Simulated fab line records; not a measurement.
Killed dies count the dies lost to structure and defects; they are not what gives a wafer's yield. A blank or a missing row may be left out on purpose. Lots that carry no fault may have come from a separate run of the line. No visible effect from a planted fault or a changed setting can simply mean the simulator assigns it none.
Matching of chambers    flow nand harc    rie diel-11 running NHARC_P_GATE_DESCUM_13: 4 sister chambers
The step chemistry O2, time 3 s. 8 wafers are shown with their chamber, then 7 later ones without.

== WAFERS PAIRED WITH THEIR CHAMBERS ==
wafer   chamber  drypump motor current A (A)  showerhead plenum p Torr (Torr)
L765.5  2        6.0                          1.91
L768.2  2        6.0                          1.91
L768.6  3        4.9                          1.84
L769.1  1        6.4                          1.89
L769.4  3        4.8                          1.83
L769.5  0        5.9                          1.81
L781.2  0        5.9                          1.80
L781.4  1        6.4                          1.88

== WAFERS MISSING THEIR CHAMBER ==
wafer   drypump motor current A (A)  showerhead plenum p Torr (Torr)
L781.5  5.9                          1.80
L784.1  6.4                          1.88
L784.4  5.9                          1.80
L784.5  6.4                          1.88
L786.2  6.0                          1.90
L786.3  5.9                          1.80
L786.5  6.0                          1.80

== WHICH CHAMBER EACH ONE RAN IN ==
wafer   from the rows above  in truth
L781.5  0                    0
L784.1  1                    1
L784.4  0                    0
L784.5  1                    1
L786.2  2                    2
L786.3  0                    0
L786.5  0                    0
Correct placement for 7 of the 7. Not placeable from these rows: 0. 0 placed wrongly.
How it was worked out, from the rows above alone: a wafer's distance from a chamber is the root of the sum, over the readings, of the square of ((its reading less the chamber's mean) divided by the reading's scatter). If the next closest chamber is less than 2 further off than the closest, the wafer can't be placed; otherwise it belongs to the closest. The mean given for a chamber averages the wafers shown for that chamber. The scatter: take each reading less its chamber's mean, square it, sum over the shown wafers, divide by the number of wafers less the number of chambers, and take the root.
